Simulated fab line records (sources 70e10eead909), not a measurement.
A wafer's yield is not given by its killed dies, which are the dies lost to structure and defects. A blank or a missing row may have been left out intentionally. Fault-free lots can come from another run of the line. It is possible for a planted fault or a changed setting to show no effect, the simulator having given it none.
8D (eight disciplines) problem report, filled in by code    flow nand_harc    the parts of the form that need people (team, actions taken, sign-off) are left out

1. THE PROBLEM
run_length_s at NHARC_A_M1_ETCH_28 reads a mean of 76.0 s on 2 wafers of 2 lots; wafers without a fault read 94.3 s with a standard deviation of 0.4. That is -46 standard deviations from the usual mean.
The step: etches the open film in CF4/N2, target depth 30 nm, time 72.99 s.
Seen first at day 29 02:29 on rie_diel-04, wafer L923.4. The record has a number at this step for 34 wafers belonging to 12 lots. The rule behind "out" and "out of limits": a value lying over 4 standard deviations away from the usual mean. The rest of the wafers with a number are treated as sound.

2. WHAT IT IS, AND WHAT IT ISN'T
question                     is                 is not
which readings at this step  run_length_s       drypump_motor_current_A, oes_product_au, showerhead_plenum_p_Torr
which lots                   L923, L926         L910, L911, L912, L913, L916, L918, L919, L920, L931, L932
which wafers of those lots   L923.4, L926.1     L923.5, L926.3
read on which tools          rie_diel-04        rie_diel-09, rie_diel-12
when                         from day 29 02:29  up to then (25 sound wafers); but 7 sound wafers of L926, L931, L932 came after

3. WHAT RULES OUT EACH SUSPECT
Counting: any tool at a process step up to the reading remains a suspect provided it ran every lot that is out. Sound lots after the first of them don't rule it out here, since some wafers of a struck lot are sound.
- rtp_anneal-01 at NHARC_A_M0_ANNEAL_30 (time 90 s): kept. It processed each lot that is out (first: L923, day 28 23:35); up to then, its last sound lot is L920 (day 27 17:41).
- rie_diel-04 at NHARC_A_M1_ETCH_28 (etches the open film in CF4/N2, target depth 30 nm, time 72.99 s): kept. It processed each lot that is out (first: L923, day 29 02:29); up to then, its last sound lot is L919 (day 27 06:17). Out on those wafers are its own readings of run_length_s.
Remaining after the count are rtp_anneal-01 at NHARC_A_M0_ANNEAL_30 and rie_diel-04 at NHARC_A_M1_ETCH_28.

4. THE CAUSE (what the simulator had put in)
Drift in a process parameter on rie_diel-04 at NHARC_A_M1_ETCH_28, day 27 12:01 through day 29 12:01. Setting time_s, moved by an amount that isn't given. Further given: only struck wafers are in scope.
Counting left 2 suspects, and this tool is among them.

5. THE CHAIN OF EFFECTS, in route order
Rows list readings where the struck wafers' mean (over those with a number) sits beyond 3 standard deviations from the usual. Only readings for which the record gives a usual standard deviation are gone through. hours: the time from each lot's start at the first step in this table that gives one to its start at this step, as a median over the lots. sigmas: the change in usual standard deviations.
hours  step                reading       usual   on struck wafers  change  sigmas
0      NHARC_A_M1_ETCH_28  run_length_s  94.3 s  76.0              -18.3   -46
Process steps it contains:
- NHARC_A_M1_ETCH_28: etches the open film in CF4/N2, target depth 30 nm, time 72.99 s.
Readings that are blank on the struck wafers while sound wafers have them: rf_fwd_power_W at NHARC_A_M1_ETCH_28.

6. HOW IT WOULD HAVE BEEN CAUGHT EARLIER
First out-of-limits reading in this record: day 29 02:29, which is 38 hours after fault onset at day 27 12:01.
